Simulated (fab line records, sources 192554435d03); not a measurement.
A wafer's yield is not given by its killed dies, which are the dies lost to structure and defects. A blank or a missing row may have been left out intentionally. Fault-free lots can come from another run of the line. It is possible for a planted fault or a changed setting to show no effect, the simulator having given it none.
Matching of chambers | flow n5Finfet | N5_SD_EPI_P_DESCUM_14 on rieDiel-04 has 4 sister chambers
The step chemistry O2, time 7.9 s. 14 wafers are shown with their chamber, then 7 later ones without.

WAFERS WITH THEIR CHAMBER
wafer  | chamber | throttleValvePct (%) | rfFwdPowerW (W) | showerheadPlenumPTorr (Torr)
L076.1 | 3       | 20.2                 | 49.5            | 2.11
L076.2 | 0       | 20.3                 | 49.0            | 2.00
L076.6 | 3       | 20.1                 | 49.4            | 2.11
L080.1 | 3       | 19.7                 | 49.4            | 2.11
L080.2 | 2       | 20.5                 | 49.5            | 2.15
L080.6 | 0       | 20.3                 | 49.4            | 2.00
L087.1 | 2       | 20.5                 | 49.7            | 2.15
L087.3 | 1       | 20.7                 | 49.0            | 2.00
L087.5 | 2       | 20.4                 | 49.6            | 2.15
L089.3 | 0       | 20.1                 | 49.2            | 2.26
L089.4 | 1       | 20.7                 | 49.0            | 2.00
L089.6 | 3       | 19.7                 | 49.5            | 2.10
L090.1 | 1       | 20.7                 | 49.1            | 2.00
L090.4 | 2       | 20.5                 | 49.5            | 2.15

SIGNATURES (means of the wafers above)
reading               | chamber 0 | chamber 1 | chamber 2 | chamber 3 | scatter within a chamber
throttleValvePct      | 20.233    | 20.700    | 20.475    | 19.925    | 0.155
rfFwdPowerW           | 49.200    | 49.033    | 49.575    | 49.450    | 0.111
showerheadPlenumPTorr | 2.0867    | 2.0000    | 2.1500    | 2.1075    | 0.0672
Rule: for each reading, subtract the chamber's mean from the wafer's reading, divide by that reading's scatter and square the result; add these up over the readings and take the root, which gives the wafer's distance from the chamber. If the next closest chamber is less than 2 further off than the closest, the wafer can't be placed; otherwise it belongs to the closest. The scatter: the root of (the sum of the squares of (reading less its chamber's mean) over the shown wafers, divided by (wafers less chambers)).

WAFERS WITHOUT THEIR CHAMBER
wafer  | throttleValvePct (%) | rfFwdPowerW (W) | showerheadPlenumPTorr (Torr)
L090.6 | 20.5                 | 49.3            | 2.15
L095.1 | 19.7                 | 49.8            | 2.10
L095.3 | 20.2                 | 49.1            | 2.26
L095.4 | 20.5                 | 49.3            | 2.14
L096.4 | 20.5                 | 49.7            | 2.14
L096.5 | 19.7                 | 49.6            | 2.10
L096.6 | 20.2                 | 48.9            | 2.26

EACH ONE'S CHAMBER
wafer  | from the rows above               | in truth
L090.6 | can't be placed: 0 or 2 or 1 or 3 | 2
L095.1 | can't be placed: 3 or 2           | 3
L095.3 | can't be placed: 0 or 3           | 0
L095.4 | can't be placed: 0 or 2 or 1 or 3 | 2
L096.4 | 2                                 | 2
L096.5 | 3                                 | 3
L096.6 | can't be placed: 0 or 1 or 3      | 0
2 of 7 placed correctly. Can't be placed from these rows: 5 (the true chamber is among the candidates in 5). 0 placed wrongly.
